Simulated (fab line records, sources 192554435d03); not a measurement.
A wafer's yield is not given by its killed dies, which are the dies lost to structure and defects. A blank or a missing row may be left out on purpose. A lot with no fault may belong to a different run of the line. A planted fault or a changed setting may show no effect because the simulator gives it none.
fab line records    flow n5_finfet
[record] lots = 9  wafers = 27  last_day = 18
route steps=1938 shown ZERO_LAYER@2 WELL_APT@30 PMOS_HMC_CHANNEL_EPI@66 BEOL_M4@1111 PASSIVATION@1936
lots with no fault: from the same line, run without faults
start_h: hours from the record's first day to the start of the lot's first wafer shown    wait_h: time in hours since the lot's previous step    " repeats the value in the row above    L1.1+2: a row that stands for several wafers    - value missing, or start not given    * or withheld: withheld    < > ~ a bound
route shown NAME@n: a module of which the file shows steps, and the number in the route of the first    usual: mean/standard deviation taken from wafers without a fault    same: alike in all rows    chamber/n: place in a boat    sites: per-site readings    _std_site: how widely they spread, as a standard deviation    _edge_site: inner sites' mean taken away from outer sites' mean    radius_mm: for every site, how far away it sits from the centre of the wafer    mask NAME#n: copy n    behind: the tool/chamber that last shaped the wafer    hold: cause of the lot's hold/its duration in hours/its outcome    device: whichever transistor did not switch (one of n, p or np)    end of line: tests run on the same wafers once the route is complete    a step with no rows: only its recipe    killed: not the wafer's yield, but the dies lost to structure and defects at the first sort    map: the dies of a wafer, with x for killed, . for not killed, _ for no die there
set.NAME: the setting that was run; set.NAME@STEP: the one run at that earlier step    model.NAME: the simulator's own value behind a step, which no gauge read
the route's steps for a sample of lots (tables are steps, rows are wafers)
services: from which hour (start_h, from the record's first day; less than 0 if before it) a tool's chamber was out of use, for how many hours, and why
[[steps]]
[step N5_ZERO_LAYER_PRECLEAN_00]
[recipe] chemistry = SPM  time_s = 600  temp_c = 120  mix = 4:1
lot.wafer   tool          chamber  start_h  wait_h
L782.2+4+6  wet_bench-04  3,1,6    18.07    0.0
L783.1+4+5  wet_bench-04  4,0,6    24.07    0.0
L786.1+2+3  wet_bench-04  3,4,5    42.07    0.0
L787.1+3+6  wet_bench-04  4,6,1    48.07    0.0
L795.2+4+5  wet_bench-03  6,5,1    96.07    0.0
L800.1+4+6  wet_bench-04  5,7,0    126.07   0.0
L801.2+4+5  wet_bench-04  2,6,3    132.07   0.0
L802.3+5+6  wet_bench-04  1,0,7    138.07   0.0
L804.1+5+6  wet_bench-02  2,4,0    150.07   0.0
[step N5_ZERO_LAYER_PECVD_02]
[recipe] material = SiO2  target_thk_a = 100  temp_c = 400  precursor = SiH4/N2O  pressure_torr = 0.75  rf_w = 275  time_s = 6
[usual] heater_power_w = 814/98  showerhead_plenum_p_Torr = 8.11/0.12
lot.wafer  tool      chamber  start_h  wait_h  heater_power_w  showerhead_plenum_p_Torr
L782.2     pecvd-03  1        18.28    0.0     866             8.16
L782.4     "         2        "        "       1005            8.20
L782.6     "         1        "        "       871             8.17
L783.1     pecvd-03  1        24.28    0.0     837             8.19
L783.4     "         1        "        "       840             8.16
L783.5     "         1        "        "       849             8.20
L786.1     pecvd-04  0        42.28    0.0     761             8.01
L786.2     "         1        "        "       687             8.20
L786.3     "         1        "        "       699             8.18
L787.1     pecvd-03  0        48.28    0.0     736             8.26
L787.3     "         0        "        "       741             8.30
L787.6     "         0        "        "       717             8.27
L795.2     pecvd-01  2        96.30    0.0     936             7.99
L795.4     "         0        "        "       725             8.00
L795.5     "         2        "        "       936             8.00
L800.1     pecvd-03  0        126.28   0.0     833             8.28
L800.4     "         0        "        "       800             8.28
L800.6     "         2        "        "       920             8.22
L801.2     pecvd-04  2        132.28   0.0     835             8.08
L801.4     "         1        "        "       694             8.18
L801.5     "         0        "        "       743             8.02
L802.3     pecvd-04  2        138.28   0.0     870             8.08
L802.5     "         0        "        "       761             8.03
L802.6     "         1        "        "       722             8.19
L804.1     pecvd-04  2        150.28   0.0     720             8.09
L804.5     "         1        "        "       657             8.19
L804.6     "         0        "        "       805             8.01
[step N5_ZERO_LAYER_INSPECT_20]
[recipe] inspect_instrument = darkfield  mode = post_clean
[usual] raw_defect_count = 35/15
lot.wafer  tool               chamber  start_h  wait_h  raw_defect_count
L782.2     defect_inspect-01  -        19.26    0.0     27
L782.4     "                  -        "        "       21
L782.6     "                  -        "        "       24
L783.1     defect_inspect-02  -        25.70    0.3     14
L783.4     "                  -        "        "       19
L783.5     "                  -        "        "       45
L786.1     defect_inspect-02  -        43.41    0.0     325
L786.2     "                  -        "        "       373
L786.3     "                  -        "        "       348
L787.1     defect_inspect-02  -        50.45    0.0     374
L787.3     "                  -        "        "       364
L787.6     "                  -        "        "       320
L795.2     defect_inspect-02  -        98.02    0.0     43
L795.4     "                  -        "        "       24
L795.5     "                  -        "        "       68
L800.1     defect_inspect-02  -        127.38   0.0     35
L800.4     "                  -        "        "       28
L800.6     "                  -        "        "       23
L801.2     defect_inspect-01  -        133.34   0.0     72
L801.4     "                  -        "        "       33
L801.5     "                  -        "        "       68
L802.3     defect_inspect-01  -        139.25   0.0     25
L802.5     "                  -        "        "       26
L802.6     "                  -        "        "       29
L804.1     defect_inspect-02  -        152.90   0.0     42
L804.5     "                  -        "        "       56
L804.6     "                  -        "        "       32
[step N5_WELL_APT_INSPECT_10]
[recipe] mode = adi  inspect_instrument = macro
[usual] raw_defect_count = 1.9/1.5
lot.wafer  tool               chamber  start_h  wait_h  raw_defect_count
L782.2     defect_inspect-01  -        19.74    0.0     3
L782.4     "                  -        "        "       3
L782.6     "                  -        "        "       4
L783.1     defect_inspect-02  -        26.06    0.0     1
L783.4     "                  -        "        "       2
L783.5     "                  -        "        "       4
L786.1     defect_inspect-02  -        43.76    0.0     294
L786.2     "                  -        "        "       >300
L786.3     "                  -        "        "       >300
L787.1     defect_inspect-02  -        50.93    0.0     >300
L787.3     "                  -        "        "       >300
L787.6     "                  -        "        "       >300
L795.2     defect_inspect-02  -        98.38    0.0     1
L795.4     "                  -        "        "       2
L795.5     "                  -        "        "       0
L800.1     defect_inspect-01  -        127.74   0.0     3
L800.4     "                  -        "        "       2
L800.6     "                  -        "        "       0
L801.2     defect_inspect-01  -        133.70   0.0     5
L801.4     "                  -        "        "       2
L801.5     "                  -        "        "       2
L802.3     defect_inspect-01  -        139.74   0.0     1
L802.5     "                  -        "        "       2
L802.6     "                  -        "        "       1
L804.1     defect_inspect-01  -        153.25   0.0     2
L804.5     "                  -        "        "       0
L804.6     "                  -        "        "       2
[step N5_WELL_APT_INSPECT_38]
[recipe] inspect_instrument = darkfield  mode = post_epi
[usual] raw_defect_count = 14/5.6
lot.wafer  tool               chamber  start_h  wait_h  raw_defect_count
L782.2     defect_inspect-02  -        22.69    0.5     17
L782.4     "                  -        "        "       14
L782.6     "                  -        "        "       13
L783.1     defect_inspect-02  -        29.66    0.5     10
L783.4     "                  -        "        "       9
L783.5     "                  -        "        "       22
L786.1     defect_inspect-02  -        46.88    0.6     302
L786.2     "                  -        "        "       361
L786.3     "                  -        "        "       360
L787.1     defect_inspect-02  -        54.18    0.5     328
L787.3     "                  -        "        "       338
L787.6     "                  -        "        "       303
L795.2     defect_inspect-01  -        101.92   0.6     6
L795.4     "                  -        "        "       10
L795.5     "                  -        "        "       10
L800.1     defect_inspect-01  -        131.09   0.7     24
L800.4     "                  -        "        "       17
L800.6     "                  -        "        "       13
L801.2     defect_inspect-01  -        136.51   0.4     10
L801.4     "                  -        "        "       16
L801.5     "                  -        "        "       18
L802.3     defect_inspect-01  -        143.05   0.4     5
L802.5     "                  -        "        "       25
L802.6     "                  -        "        "       19
L804.1     defect_inspect-01  -        156.20   0.5     9
L804.5     "                  -        "        "       6
L804.6     "                  -        "        "       9
[step N5_PMOS_HMC_CHANNEL_EPI_OVL_MEAS_10]
[recipe] points_per_wafer = 44
[usual] PMOS_HMC_BLK_OVL = -0.5/0.75
[same] points_per_wafer = 44
lot.wafer  tool        chamber  start_h  wait_h  PMOS_HMC_BLK_OVL[nm]
L782.2     overlay-02  0        23.16    0.0     -0.6
L782.4     "           0        "        "       -1.2
L782.6     "           0        "        "       -2.1
L783.1     overlay-02  0        30.15    0.0     -0.3
L783.4     "           0        "        "       0.6
L783.5     "           0        "        "       -0.2
L786.1     overlay-02  0        47.37    0.0     -0.1
L786.2     "           0        "        "       -0.1
L786.3     "           0        "        "       -1.1
L787.1     overlay-01  0        54.52    0.0     0.6
L787.3     "           0        "        "       0.0
L787.6     "           0        "        "       -0.6
L795.2     overlay-02  0        102.40   0.0     -0.3
L795.4     "           0        "        "       -0.7
L795.5     "           0        "        "       -0.8
L800.1     overlay-01  0        131.56   0.0     -0.5
L800.4     "           0        "        "       -0.3
L800.6     "           0        "        "       0.9
L801.2     overlay-02  0        136.98   0.0     -1.5
L801.4     "           0        "        "       -1.4
L801.5     "           0        "        "       -0.2
L802.3     overlay-02  0        143.40   0.0     -1.3
L802.5     "           0        "        "       -1.6
L802.6     "           0        "        "       -1.3
L804.1     overlay-02  0        156.54   0.0     -0.3
L804.5     "           0        "        "       0.3
L804.6     "           0        "        "       -0.2
[step N5_PMOS_HMC_CHANNEL_EPI_FIN_RECESS_16]
[recipe] chemistry = HBr/Cl2  target = Si  mask_material = SiO2  target_depth_a = 540  time_s = 18  pressure_mtorr = 10  icp_w = 800  bias_w = 75  HBr_flow_sccm = 150  Cl2_flow_sccm = 80
[usual] drypump_motor_current_A = 5.7/0.4  oes_product_au = 1.000/0.017  throttle_valve_pct = 35.4/0.44
lot.wafer  tool       chamber  start_h  wait_h  drypump_motor_current_A  oes_product_au  rf_hours_counter_h  throttle_valve_pct
L782.2     rie_si-02  1        23.68    0.0     6.2                      1.034           139                 36.2
L782.4     "          3        "        "       5.8                      1.008           63                  35.3
L782.6     "          1        "        "       6.2                      1.052           -                   36.2
L783.1     rie_si-03  2        30.67    0.0     5.4                      0.976           115                 35.5
L783.4     "          1        "        "       5.7                      0.997           170                 35.4
L783.5     "          2        "        "       5.4                      0.975           -                   35.5
L786.1     rie_si-03  3        48.51    0.0     5.4                      1.007           7                   34.7
L786.2     "          2        "        "       5.4                      0.980           115                 35.5
L786.3     "          0        "        "       5.2                      0.979           48                  35.2
L787.1     rie_si-02  0        55.61    0.0     6.3                      0.987           130                 35.4
L787.3     "          2        "        "       5.6                      1.015           6                   35.8
L787.6     "          2        "        "       5.6                      1.009           -                   35.8
L795.2     rie_si-03  2        102.92   0.0     5.4                      0.981           116                 35.5
L795.4     "          1        "        "       5.7                      1.007           171                 35.4
L795.5     "          1        "        "       5.7                      1.020           -                   35.4
L800.1     rie_si-05  3        132.55   0.0     5.8                      0.992           174                 35.4
L800.4     "          0        "        "       6.5                      0.994           164                 34.5
L800.6     "          2        "        "       6.2                      1.016           -                   34.9
L801.2     rie_si-05  0        137.66   0.0     6.5                      0.992           164                 34.5
L801.4     "          2        "        "       6.2                      1.006           51                  35.0
L801.5     "          0        "        "       6.5                      0.991           -                   34.5
L802.3     rie_si-02  3        143.91   0.0     5.8                      1.004           66                  35.2
L802.5     "          2        "        "       5.6                      1.018           -                   35.8
L802.6     "          3        "        "       5.8                      1.015           -                   35.2
L804.1     rie_si-03  2        157.06   0.0     5.5                      0.984           117                 35.5
L804.5     "          2        "        "       5.4                      0.987           -                   35.5
L804.6     "          1        "        "       5.7                      1.000           -                   35.4
[step N5_BEOL_M4_RC_MEAS_101]
[usual] DIBL_N = 36.0/2.5  DIBL_P = 36.7/3  IOFF_N = 0.16/0.043  IOFF_P = 0.21/0.049  ION_N = 673/15  ION_P = 461/9.8  SS_N = 71.5/0.83  SS_P = 73.4/0.83  VT_N = 250/4  VT_P = -251/4
lot.wafer  tool       chamber  start_h  wait_h  DIBL_N[mV/V]  DIBL_P[mV/V]  IOFF_N[nA/um]  IOFF_P[nA/um]  ION_N[uA/um]  ION_P[uA/um]  SS_N[mV/dec]  SS_P[mV/dec]  VT_N[mV]  VT_P[mV]
L782.2     prober-02  0        160.81   0.2     41.7          41.5          0.27           0.30           687           465           73.2          75.1          244       -247
L782.4     "          0        "        "       36.4          34.4          0.14           0.17           663           449           71.2          73.3          255       -257
L782.6     "          0        "        "       36.7          34.5          0.15           0.18           664           449           71.7          74.0          255       -255
L783.1     prober-02  0        180.56   0.0     36.6          37.3          0.18           0.19           697           468           71.9          74.1          248       -254
L783.4     "          0        "        "       38.3          38.7          0.20           0.22           686           459           72.2          74.5          247       -251
L783.5     "          0        "        "       34.3          34.4          0.13           0.16           676           463           70.9          73.0          254       -255
L786.1     prober-01  0        192.36   0.0     40.5          41.9          0.23           0.29           687           465           72.0          73.8          244       -245
L786.2     "          0        "        "       32.2          32.5          0.09           0.15           647           452           69.8          71.4          258       -253
L786.3     "          0        "        "       38.0          39.1          0.18           0.24           681           465           71.5          73.0          248       -247
L787.1     prober-01  0        199.92   0.0     34.7          36.8          0.13           0.22           668           469           71.1          74.0          250       -248
L787.3     "          0        "        "       39.3          41.9          0.24           0.32           697           476           72.0          74.6          244       -243
L787.6     "          0        "        "       35.2          37.8          0.14           0.23           660           461           70.2          74.2          253       -248
L795.2     prober-01  0        243.50   0.2     41.8          41.4          0.27           0.32           684           462           73.2          74.9          247       -244
L795.4     "          0        "        "       34.5          32.9          0.13           0.18           668           462           70.4          72.5          251       -251
L795.5     "          0        "        "       35.7          33.3          0.13           0.18           650           447           71.9          73.4          256       -251
L800.1     prober-02  0        288.27   0.0     33.7          35.3          0.12           0.17           674           458           71.4          72.8          255       -256
L800.4     "          0        "        "       35.5          37.1          0.15           0.19           679           461           71.3          73.7          250       -253
L800.6     "          0        "        "       37.5          38.7          0.17           0.20           666           445           72.2          74.1          253       -252
L801.2     prober-01  0        296.14   0.2     37.2          38.7          0.19           0.26           677           464           71.9          73.6          248       -248
L801.4     "          0        "        "       33.4          33.9          0.13           0.19           662           463           70.9          72.9          253       -250
L801.5     "          0        "        "       34.2          34.3          0.15           0.20           682           472           71.5          72.6          246       -249
L802.3     prober-01  0        305.45   0.3     36.2          37.5          0.17           0.23           690           470           71.2          73.6          246       -248
L802.5     "          0        "        "       35.2          35.9          0.15           0.21           686           475           71.5          72.8          250       -248
L802.6     "          0        "        "       38.7          40.4          0.22           0.29           685           466           72.0          74.1          244       -246
L804.1     prober-01  0        325.33   0.0     35.6          36.6          0.14           0.17           672           454           71.1          72.9          252       -256
L804.5     "          0        "        "       37.2          38.3          0.17           0.19           683           463           71.8          73.6          251       -254
L804.6     "          0        "        "       35.3          36.1          0.13           0.16           650           445           70.9          73.2          254       -258
[step N5_PASSIVATION_PROBE_49]
[usual] defect_limited_yield = 91.1/1.5  killed_at_M0_to_M3 = 37/11  killed_at_M4_up = 13/5.6  killed_at_contacts = 12/5.6  killed_at_front_end = 39/11  killed_at_other = 4/3.1  killed_dies = 105/18  killed_on_rim = 14/3.8  killed_open = 69/13  killed_short = 35/7.4  sort_bin_4_leakage = 0.00/0.022  sort_bin_5_function = 5.1/0.92  sort_bin_6_memory = 3.4/0.76  sort_bin_8_speed = 0.02/0.11  sort_n_pass = 1075/18  sort_yield_pct = 91.1/1.5
[same] gross_dies = 1180  killed_at_back_side = 0
lot.wafer  tool       chamber  start_h  wait_h  defect_limited_yield[%]  killed_at_M0_to_M3  killed_at_M4_up  killed_at_contacts  killed_at_front_end  killed_at_other  killed_dies  killed_on_rim  killed_open  killed_short  sort_bin_4_leakage[%]  sort_bin_5_function[%]  sort_bin_6_memory[%]  sort_bin_8_speed[%]  sort_n_pass  sort_yield_pct[%]
L786.1     prober-01  -        290.39   0.0     81.0                     21                  24               14                  163                  2                224          25             74           35            0                      12.9                    4.5                   0                    956          81.0
L786.2     prober-01  -        290.44   0.1     90.0                     17                  15               10                  70                   6                118          24             42           27            0                      6.4                     2.1                   0.08                 1061         89.9
L786.3     prober-01  -        290.49   0.1     84.1                     29                  18               8                   133                  0                188          15             55           29            0                      10.8                    3.6                   0                    992          84.1
L787.1     prober-01  -        301.72   0.0     85.2                     43                  11               10                  105                  6                175          30             85           40            0                      9.5                     4.2                   0                    1005         85.2
L787.3     prober-01  -        301.82   0.1     85.1                     38                  18               8                   107                  5                176          29             68           41            0                      9.2                     4.3                   0                    1004         85.1
L787.6     prober-01  -        301.97   0.3     86.4                     30                  11               10                  100                  9                160          25             60           46            0                      7.5                     4.7                   0                    1020         86.4
L800.1     prober-02  -        391.82   0.0     87.7                     68                  7                11                  53                   6                145          24             104          41            0                      7.5                     4.2                   0                    1035         87.7
L800.4     prober-02  -        391.97   0.2     88.2                     48                  21               14                  51                   5                139          21             94           43            0                      7.5                     3.6                   0                    1041         88.2
L800.6     prober-02  -        392.07   0.3     90.8                     42                  22               7                   37                   0                108          9              71           37            0                      5.8                     2.8                   0                    1072         90.8
// killed by level:class
L786.1 ZERO_LAYER:unspecified=107 BEOL_M4:geometric_particle:open=18 STI_FIN_REVEAL:geometric_particle:open=12 MOL_CONTACT_COAG:geometric_particle:open=12 FIN_SAQP:geometric_particle:short=10 FIN_SAQP:geometric_particle:open=8 BEOL_M0_SAQP:geometric_particle:short=7 HKMG_FIN:area_etch=7
L786.2 ZERO_LAYER:unspecified=48 MOL_CONTACT_COAG:geometric_particle:open=8 BEOL_M4:geometric_particle:open=7 BEOL_M0_SAQP:geometric_particle:short=6 BEOL_M1:geometric_particle:open=6 FIN_SAQP:geometric_particle:short=5 PAD_METAL:geometric_particle:short=5 DUMMY_GATE:geometric_particle:open=4
L786.3 ZERO_LAYER:unspecified=102 BEOL_M0_SAQP:geometric_particle:open=12 FIN_SAQP:geometric_particle:short=10 BEOL_M4:geometric_particle:open=8 STI_FIN_REVEAL:geometric_particle:open=7 MOL_CONTACT_COAG:geometric_particle:open=7 BEOL_M0_SAQP:geometric_particle:short=7 BEOL_M2:geometric_particle:short=4
L787.1 ZERO_LAYER:unspecified=48 STI_FIN_REVEAL:geometric_particle:open=16 FIN_SAQP:geometric_particle:open=15 FIN_SAQP:geometric_particle:short=12 BEOL_M0_SAQP:geometric_particle:open=11 BEOL_M0_SAQP:geometric_particle:short=10 BEOL_M3:geometric_particle:open=9 MOL_CONTACT_COAG:geometric_particle:open=7
L787.3 ZERO_LAYER:unspecified=65 FIN_SAQP:geometric_particle:short=14 BEOL_M2:geometric_particle:open=13 STI_FIN_REVEAL:geometric_particle:open=9 FIN_SAQP:geometric_particle:open=8 BEOL_M0_SAQP:geometric_particle:short=7 MOL_CONTACT_COAG:geometric_particle:open=6 BEOL_M0_SAQP:geometric_particle:open=6
L787.6 ZERO_LAYER:unspecified=52 FIN_SAQP:geometric_particle:short=19 FIN_SAQP:geometric_particle:open=10 BEOL_M0_SAQP:geometric_particle:open=9 MOL_CONTACT_COAG:geometric_particle:open=8 BEOL_M3:geometric_particle:open=6 MIM_TOP_ETCH:geometric_particle:short=5 BEOL_M0_SAQP:geometric_particle:short=5
L800.1 STI_FIN_REVEAL:geometric_particle:open=22 BEOL_M1:geometric_particle:open=16 BEOL_M0_SAQP:geometric_particle:short=12 BEOL_M2:geometric_particle:open=11 BEOL_M0_SAQP:geometric_particle:open=10 FIN_SAQP:geometric_particle:open=9 DUMMY_GATE:geometric_particle:open=9 BEOL_M3:geometric_particle:open=9
L800.4 FIN_SAQP:geometric_particle:open=17 BEOL_M0_SAQP:geometric_particle:open=13 BEOL_M0_SAQP:geometric_particle:short=12 DUMMY_GATE:geometric_particle:open=12 MOL_CONTACT_COAG:geometric_particle:open=12 BEOL_M4:geometric_particle:open=10 FIN_SAQP:geometric_particle:short=7 STI_FIN_REVEAL:geometric_particle:open=7
L800.6 BEOL_M4:geometric_particle:open=10 BEOL_M2:geometric_particle:short=9 BEOL_M0_SAQP:geometric_particle:open=8 BEOL_M1:geometric_particle:open=8 FIN_SAQP:geometric_particle:open=7 STI_FIN_REVEAL:geometric_particle:open=7 GATE_CUT:geometric_particle:short=6 MOL_CONTACT_COAG:geometric_particle:open=6
[[services]]
tool          chamber  start_h  hours  kind
pecvd-01      0        2.06     18.8   repair
pecvd-01      -        2.89     1.8    repair
pecvd-03      2        21.12    -      clean
pecvd-03      2        21.12    -      consumable_replace:showerhead
pecvd-03      2        21.12    29.0   scheduled_down
pecvd-03      2        21.12    29.0   vent_cycle
pecvd-04      2        41.72    6.6    repair
pecvd-04      0        52.84    12.6   repair
pecvd-03      0        56.49    5.5    scheduled_down
pecvd-03      1        59.56    17.9   repair
wet_bench-04  -        74.32    1.9    pm
pecvd-04      -        85.19    0.5    repair
pecvd-03      2        92.75    11.3   repair
rie_si-02     2        95.57    6.3    repair
pecvd-01      2        123.34   2.1    scheduled_down
[[key]]
[first_sign] step = N5_ZERO_LAYER_INSPECT_20  reading = raw_defect_count  direction = up  sigmas = 21  usual = 35  struck = 351
[effect] step = N5_WELL_APT_INSPECT_10  reading = raw_defect_count  direction = up  sigmas = 99+  usual = 1.9  struck = >299
[effect] step = N5_WELL_APT_INSPECT_38  reading = raw_defect_count  direction = up  sigmas = 57  usual = 14  struck = 332
[effect] step = N5_PASSIVATION_PROBE_49  reading = killed_at_front_end  direction = up  sigmas = 6.7  usual = 39  struck = 113
[more_kills_born_at] N5_ZERO_LAYER_PRECLEAN_00@wet_bench-04 = 422
met_at N5_ZERO_LAYER_PRECLEAN_00
struck_lots L786,L787
not_acting_at N5_ZERO_LAYER_PECVD_02,N5_PMOS_HMC_CHANNEL_EPI_OVL_MEAS_10,N5_PMOS_HMC_CHANNEL_EPI_FIN_RECESS_16
onset_between 24.07 42.07
[fault] kind = chamber_particle_source  tool = wet_bench-04  chamber = -  onset_h = 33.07  steps = N5_ZERO_LAYER_PRECLEAN_00  rate_per_visit_cm2 = 0.49126  end_h = 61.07
